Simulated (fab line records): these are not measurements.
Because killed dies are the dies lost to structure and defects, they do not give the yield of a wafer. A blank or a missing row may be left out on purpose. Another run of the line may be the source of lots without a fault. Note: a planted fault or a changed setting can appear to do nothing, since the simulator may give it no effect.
The tool behind it: which one?	flow nand harc	6 lots, 18 wafers sampled, at 5 steps of a route of 1302

## WHAT THE GAUGES SHOWED, per wafer
NHARC_END_SORT_01.
lot	measured	on	killed at periphery
L904	day 26 11:08	prober-01	14 14 15
L908	day 27 23:43	prober-01	2 3 4
L915	day 30 13:58	prober-02	0 0 2

## EACH LOT AND THE TOOL THAT RAN IT (in order: tool; ch and the chambers of the sampled wafers; start)
lot	NHARC_A_SGD_CUT_ETCH_15	NHARC_THIN_TSV_CMP_21	NHARC_THIN_TSV_DEGAS_53	NHARC_THIN_TSV_ETCH_36
L904	rie diel-13 ch 0,2,3, day 20 21:44	cmp-01 ch 1,2, day 26 01:45	pvd sputter-01, day 26 02:12	rie metal-01 ch 0,1, day 26 03:54
L908	rie diel-02 ch 1,2,3, day 22 23:23	cmp-03 ch 1,3, day 27 12:59	pvd sputter-02, day 27 13:25	rie metal-03 ch 0,1, day 27 15:08
L915	rie diel-13 ch 0,1,2, day 25 16:20	cmp-03 ch 0,3, day 30 04:37	pvd sputter-02, day 30 05:04	rie metal-02 ch 0,1, day 30 06:44
L918	rie diel-02 ch 1,2,3, day 26 17:26	cmp-03 ch 0,1,2, day 31 06:26	pvd sputter-02, day 31 06:52	rie metal-01 ch 0,1, day 31 08:33
L921	rie diel-13 ch 0,1,3, day 27 23:25	cmp-01 ch 0,1,3, day 33 00:32	pvd sputter-03, day 33 00:59	rie metal-02 ch 0, day 33 02:56
L923	rie diel-13 ch 0,1,3, day 28 17:11	cmp-04 ch 0,1,2, day 33 09:05	pvd sputter-02, day 33 09:32	rie metal-01 ch 0,1, day 33 11:13
- NHARC_A_SGD_CUT_ETCH_15: etches the open film in CH3F/O2, target depth 75 nm, time 64.3 s.
- NHARC_THIN_TSV_CMP_21: polishes, t overpolish 30 s, target thk 2000 nm.
- NHARC_THIN_TSV_DEGAS_53: time 60 s.
- NHARC_THIN_TSV_ETCH_36: etches the open film in Cl2/BCl3, target depth 65 nm, time 18.571 s.

## THE ANSWER, worked out from the rows above alone
Rule: what is usual is taken from the lots themselves. Put in order of their means at a reading, lots are off if they are a third of the lots or fewer, leave a main group of 4 or more, and stand apart from it by a gap of 3 or more times the standard deviation of the main group's means; of several such gaps the widest counts. A main group whose means are all the same, to the digits that the tables above print for the reading, isn't used. A lot without any number at a reading at which 4 lots or more have one is off too. All remaining lots with rows at the step are treated as sound.
Nothing can be told from this: no lot is off at any reading shown.

## WHAT THE SIMULATOR HAD PUT IN
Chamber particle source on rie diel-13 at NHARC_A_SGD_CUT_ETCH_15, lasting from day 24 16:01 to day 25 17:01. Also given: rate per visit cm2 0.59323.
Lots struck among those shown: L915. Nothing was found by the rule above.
